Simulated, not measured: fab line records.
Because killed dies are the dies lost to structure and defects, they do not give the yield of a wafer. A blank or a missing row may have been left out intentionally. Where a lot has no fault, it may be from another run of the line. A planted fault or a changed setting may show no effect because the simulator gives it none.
Split-lot experiment -- flow n5 finfet -- route with 1938 steps; 7 lots, 21 wafers read

## SPLIT DETAILS
At N5_PASSIVATION_ETCH_15 (etches SiCN in CF4/N2, target depth 75 nm, time 81.2 s), the setting bias w was moved away from the recipe's 70 W on 6 of the 21 wafers read, by -15.1% to +12.2%. All remaining wafers had this setting at the recipe value.

The split's own step is where the reading is taken.

## THE READING
rf vpp V, in V, at N5_PASSIVATION_ETCH_15 (etches SiCN in CF4/N2, target depth 75 nm, time 81.2 s). Fault-free wafers of this fab line usually give 382.1 V, standard deviation 1.9 V.

wafer,"tool, chamber at the split","bias w as run, W",against the recipe,"rf vpp V, V",against lot-mates on the recipe
L076.1,"rie diel-01, 1",70,recipe,382.9,-
L076.4,"rie diel-01, 3",70,recipe,382.1,-
L076.6,"rie diel-01, 1",70,recipe,383.1,-
L074.3,"rie diel-01, 3",70,recipe,382.3,-
L074.4,"rie diel-01, 2",70,recipe,380.4,-
L074.5,"rie diel-01, 2",75.45,+7.8%,397.8,+16.4
L082.1,"rie diel-02, 0",70,recipe,384.4,-
L082.3,"rie diel-02, 3",65.6,-6.3%,366.0,-19.1
L082.6,"rie diel-02, 2",70,recipe,385.8,-
L088.2,"rie diel-04, 1",70,recipe,381.0,-
L088.4,"rie diel-04, 3",59.43,-15.1%,341.3,-39.4
L088.6,"rie diel-04, 2",70,recipe,380.5,-
L089.1,"rie diel-01, 1",70,recipe,383.8,-
L089.2,"rie diel-01, 2",70,recipe,380.2,-
L089.6,"rie diel-01, 0",70,recipe,380.3,-
L091.2,"rie diel-02, 2",60.28,-13.9%,351.2,-30.0
L091.4,"rie diel-02, 3",60.28,-13.9%,346.6,-34.6
L091.6,"rie diel-02, 1",70,recipe,381.2,-
L094.1,"rie diel-01, 1",70,recipe,382.9,-
L094.2,"rie diel-01, 2",78.55,+12.2%,407.4,+25.2
L094.6,"rie diel-01, 1",70,recipe,381.5,-

FIT RESULTS
A straight line over all 21 wafers: rf vpp V changes by +2.38 V for each +1% of bias w; r = +0.99; the points scatter about the line by 2.2 V.
The same after taking each lot's own level away (the mean of its wafers on the recipe; 21 wafers): +2.35 V for each +1%; r = +0.99; scatter 1.9 V.
That fit puts the effect of the largest move of bias w on the reading at 36 V.
The lots' own levels span 380.75 to 385.10 V, that is 2.3 times the standard deviation above.
Consequently the slope shifts little with the lot-to-lot level, the two slopes agreeing.
Check: -34.9 V against its lot-mates is what the line predicts for one of the wafers moved furthest among these (-15.1%) when that wafer is left out of the fit. Against them it came out at -39.4 V.
Tool readings at the split's step, against how far the setting was moved: rf vpp V r = +0.99.

## OTHER SPLITS APPLIED TO THESE WAFERS
Before the reading, these wafers also passed through other splits. Each is held against what the fit with the lots' levels taken away leaves over:
other split on the same wafers,wafers away from the commonest value,r with rf vpp V (lot level and that fit taken away)
N5_BEOL_M10_EXPOSE_25 dose mj,8,+0.18
N5_BEOL_M11_ETCH_41 time s,5,+0.05
N5_BEOL_M13_SPUTTER_43 time s,6,+0.06
N5_BEOL_M13_DEP_53 time s,7,+0.16
N5_BEOL_M14_SPUTTER_44 power w,6,-0.02

## FILE'S OWN FIT
rf vpp V changes by +2.39 V for each +1% of bias w, r = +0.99.
